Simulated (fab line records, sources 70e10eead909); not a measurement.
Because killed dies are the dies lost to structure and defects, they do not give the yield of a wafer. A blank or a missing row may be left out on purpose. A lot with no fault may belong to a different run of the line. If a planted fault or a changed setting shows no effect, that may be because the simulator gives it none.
Chamber matching | flow nand-harc | NHARC_A_STAIRCASE_DEP_280 on pecvd-01: 3 sister chambers
The step deposits SiON, target thk 30 nm. 20 wafers are shown with their chamber, then 10 later ones without.

== WAFERS WITH THEIR CHAMBER ==
wafer  | chamber | heater-power-w (W)
L079.3 | 0       | 826
L079.4 | 1       | 747
L079.6 | 0       | 819
L082.1 | 0       | 881
L082.2 | 2       | 694
L082.5 | 1       | 866
L084.1 | 2       | 851
L084.3 | 0       | 771
L084.4 | 0       | 767
L088.3 | 2       | 752
L088.5 | 1       | 760
L088.6 | 2       | 732
L088.1 | 1       | 760
L088.2 | 0       | 796
L088.4 | 0       | 799
L091.1 | 0       | 901
L091.3 | 2       | 789
L091.5 | 1       | 801
L092.2 | 1       | 716
L092.4 | 2       | 797

SIGNATURES (averages over the wafers above)
reading        | chamber 0 | chamber 1 | chamber 2 | scatter within a chamber
heater-power-w | 820.00    | 775.00    | 769.17    | 51.7
Rule: for each reading, subtract the chamber's mean from the wafer's reading, divide by that reading's scatter and square the result; add these up over the readings and take the root, which gives the wafer's distance from the chamber. If the next closest chamber is less than 2 further off than the closest, the wafer can't be placed; otherwise it belongs to the closest. The scatter: take each reading less its chamber's mean, square it, sum over the shown wafers, divide by the number of wafers less the number of chambers, and take the root.

== WAFERS WITH NO CHAMBER GIVEN ==
wafer  | heater-power-w (W)
L092.6 | 869
L090.4 | 871
L090.5 | 717
L090.6 | 798
L095.1 | 806
L095.3 | 774
L095.5 | 814
L094.1 | 849
L094.3 | 808
L094.4 | 714

== WHICH CHAMBER EACH WENT THROUGH ==
wafer  | from the rows above          | in truth
L092.6 | can't be placed: 0 or 1 or 2 | 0
L090.4 | can't be placed: 0 or 1 or 2 | 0
L090.5 | can't be placed: 2 or 1 or 0 | 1
L090.6 | can't be placed: 0 or 1 or 2 | 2
L095.1 | can't be placed: 0 or 1 or 2 | 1
L095.3 | can't be placed: 1 or 2 or 0 | 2
L095.5 | can't be placed: 0 or 1 or 2 | 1
L094.1 | can't be placed: 0 or 1 or 2 | 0
L094.3 | can't be placed: 0 or 1 or 2 | 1
L094.4 | can't be placed: 2 or 1 or 0 | 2
Placed correctly: 0 of 10. These rows do not allow placing 10 (true chamber among the candidates in 10). Placed wrongly: 0.
